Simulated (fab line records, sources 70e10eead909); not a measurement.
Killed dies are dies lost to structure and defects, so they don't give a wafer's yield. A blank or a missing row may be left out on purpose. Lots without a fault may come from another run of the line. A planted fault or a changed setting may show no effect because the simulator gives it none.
A struck lot beside a sound one | flow nand_harc | 14 steps out of a route of 1302
Sound: wafers L660.2, L660.3, L660.5. Struck: wafers L662.1, L662.2, L662.5. The cause comes at the end.
At each step with rows: each side's tool, then ch and its chambers, then its first start. Under that, the readings that differ: sound wafers | struck wafers | difference of the means | sigmas: that difference in standard deviations of wafers without a fault.
alike: readings whose means differ by less than 2 such deviations, and words and numbers that are the same on both sides. not compared: withheld readings, readings that some wafer has no value for, bounds like >300 that may hide the same value, and numbers for which the record gives no deviation and whose values overlap.
The two part at a step that has a row with sigmas, a row that says differs or no value, or rows on one side only. Numbers that don't overlap but have no deviation are shown without sigmas and don't part them. A reading that every wafer of one side lacks parts them only if that side has two wafers or more.

first, 5 steps without rows for these wafers: NHARC_A_STAIRCASE_EBR_05; NHARC_A_STAIRCASE_EXPOSE_06 (exposes mask STAIR); NHARC_A_STAIRCASE_PEB_07 (peb time 130 s); NHARC_A_STAIRCASE_DEVELOP_08 (time 140 s); NHARC_A_STAIRCASE_HARDBAKE_10 (time 140 s).
NHARC_A_STAIRCASE_DESCUM_11: chemistry O2, time 3 s.
  sound on rie_diel-02 ch 1,2, day 16 19:28; struck on rie_diel-02 ch 2,3, day 17 03:55
  alike: chamber_pressure_mTorr, drypump_motor_current_A, oes_product_au, rf_vpp_V, showerhead_plenum_p_Torr, throttle_valve_pct
  not compared: rf_hours_counter_h
NHARC_A_STAIRCASE_TRIM_12: chemistry O2, time 211.2 s.
  sound on rie_diel-02 ch 0,3, day 16 19:33; struck on rie_diel-02 ch 1,3, day 17 04:01
  alike: chamber_pressure_mTorr, drypump_motor_current_A, oes_product_au, rf_vpp_V, showerhead_plenum_p_Torr, throttle_valve_pct
  not compared: rf_hours_counter_h
then, 1 step without rows for these wafers: NHARC_A_STAIRCASE_ETCH_13 (etches the open film in C4F8/O2, target depth 100 nm, time 40.5 s).
NHARC_A_STAIRCASE_TRIM_14: chemistry O2, time 211.2 s.
  sound on rie_diel-02 ch 0,3; struck on rie_diel-02 ch 1,3
  reading                     | sound       | struck      | difference | sigmas
  drypump_motor_current_A (A) | 6.7 5.6 6.7 | 5.6 5.1 5.1 | -1.1       | -2
  alike: chamber_pressure_mTorr, oes_product_au, rf_vpp_V, showerhead_plenum_p_Torr, throttle_valve_pct
  not compared: rf_hours_counter_h
NHARC_A_STAIRCASE_ETCH_15: etches the open film in C4F8/O2, target depth 100 nm, time 40.5 s.
  sound on rie_diel-02 ch 0,1,3; struck on rie_diel-02 ch 0,2,3
  alike: bias_w, chamber_pressure_mTorr, oes_product_au, rf_vpp_V
  not compared: rf_hours_counter_h
then, 1 step without rows for these wafers: NHARC_A_STAIRCASE_TRIM_16 (chemistry O2, time 211.2 s).
NHARC_A_STAIRCASE_ETCH_17: etches the open film in C4F8/O2, target depth 100 nm, time 40.5 s.
  sound on rie_diel-02 ch 1,2, day 16 20:14; struck on rie_diel-02 ch 2,3, day 17 04:37
  no value came back on the struck wafers for bias_w (W), chamber_pressure_mTorr (mTorr), oes_product_au (a.u.), rf_vpp_V (V); on the sound wafers bias_w (W) reads 1005.1 997.3 1002.2
  not compared: rf_hours_counter_h
NHARC_A_STAIRCASE_TRIM_18: chemistry O2, time 211.2 s.
  sound on rie_diel-02 ch 0,2,3; struck on rie_diel-02 ch 0,2,3
  alike: chamber_pressure_mTorr, drypump_motor_current_A, oes_product_au, rf_vpp_V, showerhead_plenum_p_Torr, throttle_valve_pct
  not compared: rf_hours_counter_h
-- the record jumps here: 9 days lie between the struck wafers' starts before and after (it left off in module A_STAIRCASE and takes up again in module END, whose first step shown is number 1302 of the route) --
NHARC_END_SORT_01:
  the record has rows for the struck wafers here (prober-02 ch 0, day 25 17:22) and none for the sound ones

WHERE THEY PART
First at NHARC_A_STAIRCASE_TRIM_14; last, within this record, at NHARC_END_SORT_01.

WHY: what the simulator had put in
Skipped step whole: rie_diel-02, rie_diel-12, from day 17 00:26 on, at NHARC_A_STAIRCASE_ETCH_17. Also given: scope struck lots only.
